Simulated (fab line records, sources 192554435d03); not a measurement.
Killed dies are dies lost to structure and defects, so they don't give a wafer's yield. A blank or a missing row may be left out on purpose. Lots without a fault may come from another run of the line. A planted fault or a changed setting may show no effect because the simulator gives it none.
Which tool did it? | flow n5_finfet | 10 lots, 30 wafers sampled, at 5 steps of a route of 1938

WHAT THE GAUGES READ, wafer by wafer
N5_BEOL_M4_RC_MEAS_101.
lot  | measured     | on        | DIBL_N (mV/V)
L800 | day 7 18:26  | prober-02 | 37.9 38.2 37.5
L803 | day 8 15:01  | prober-01 | 34.5 34.5 39.1
L805 | day 9 00:40  | prober-01 | 34.9 33.6 33.5
L808 | day 9 10:14  | prober-01 | 33.6 36.4 35.0
L807 | day 9 15:16  | prober-02 | 39.5 39.9 36.4
L815 | day 13 14:40 | prober-01 | 33.1 37.4 33.9
L816 | day 13 07:18 | prober-02 | 39.3 36.0 36.2
L819 | day 14 09:01 | prober-01 | 36.4 36.8 36.2
L812 | day 14 14:58 | prober-01 | 36.0 35.6 36.2
L822 | day 14 12:35 | prober-02 | 35.8 34.3 36.3

WHICH TOOL RAN EACH LOT (tool, then ch and the chambers of the sampled wafers, then the start)
lot  | N5_BEOL_M0_CMP_120            | N5_BEOL_M0_PRE_CLEAN_131         | N5_BEOL_M0_CO_CAP_123            | N5_BEOL_M1_PECVD_72
L800 | cmp-04 ch 0,2, day 6 05:59    | cvd_co-02 ch 0,2, day 6 06:19    | cvd_co-02 ch 0,2, day 6 06:22    | pecvd-03 ch 0,1, day 6 06:46
L803 | cmp-04 ch 0,1,2, day 6 23:12  | cvd_co-01 ch 0,1,2, day 6 23:27  | cvd_co-01 ch 0,1,2, day 6 23:29  | pecvd-02 ch 0,2, day 7 00:08
L805 | cmp-03 ch 0,1, day 7 08:00    | cvd_co-02 ch 0,2, day 7 08:20    | cvd_co-02 ch 0,2, day 7 08:23    | pecvd-03 ch 0,1, day 7 08:44
L808 | cmp-03 ch 0,2,3, day 7 18:07  | cvd_co-01 ch 1,2, day 7 18:26    | cvd_co-01 ch 1,2, day 7 18:29    | pecvd-01 ch 0,1, day 7 18:51
L807 | cmp-04 ch 0,1,2, day 8 02:42  | cvd_co-01 ch 1,2, day 8 02:59    | cvd_co-01 ch 1,2, day 8 03:02    | pecvd-02 ch 1,2, day 8 03:23
L815 | cmp-03 ch 0,3, day 11 10:01   | cvd_co-01 ch 0,1,2, day 11 10:21 | cvd_co-01 ch 0,1,2, day 11 10:23 | pecvd-01 ch 0,2, day 11 10:44
L816 | cmp-04 ch 1,3, day 11 10:37   | cvd_co-02 ch 0,1, day 11 10:57   | cvd_co-02 ch 0,1, day 11 10:59   | pecvd-01 ch 0,2, day 11 11:20
L819 | cmp-04 ch 1,2,3, day 11 11:39 | cvd_co-02 ch 1,2, day 11 11:56   | cvd_co-02 ch 1,2, day 11 11:59   | pecvd-02 ch 0,1, day 11 12:20
L812 | cmp-02 ch 0,1,2, day 11 12:49 | cvd_co-01 ch 0,1,2, day 11 13:07 | cvd_co-01 ch 0,1,2, day 11 13:09 | pecvd-02 ch 0,1,2, day 11 13:31
L822 | cmp-03 ch 0,2,3, day 11 13:15 | cvd_co-02 ch 0,1,2, day 11 13:33 | cvd_co-02 ch 0,1,2, day 11 13:35 | pecvd-01 ch 0,1, day 11 13:56
- N5_BEOL_M0_CMP_120: polishes, stops on SiOC, t overpolish 6.9 s.
- N5_BEOL_M0_PRE_CLEAN_131: time 15 s.
- N5_BEOL_M0_CO_CAP_123: material Co, precursor CCTBA/H2, target thk 2 nm, time 102.1 s.
- N5_BEOL_M1_PECVD_72: deposits SiO2 from TEOS/O2, target thk 16 nm, time 18 s.

THE ANSWER, worked out from the rows above alone
Rule: what is usual is taken from the lots themselves. Put in order of their means at a reading, lots are off if they are a third of the lots or fewer, leave a main group of 4 or more, and stand apart from it by a gap of 3 or more times the standard deviation of the main group's means; of several such gaps the widest counts. A main group whose means are all the same, to the digits that the tables above print for the reading, isn't used. A lot without any number at a reading at which 4 lots or more have one is off too. The other lots that the step has rows for count as sound.
No lot is off at any reading shown: from this, nothing can be told.

WHAT THE SIMULATOR HAD PUT IN
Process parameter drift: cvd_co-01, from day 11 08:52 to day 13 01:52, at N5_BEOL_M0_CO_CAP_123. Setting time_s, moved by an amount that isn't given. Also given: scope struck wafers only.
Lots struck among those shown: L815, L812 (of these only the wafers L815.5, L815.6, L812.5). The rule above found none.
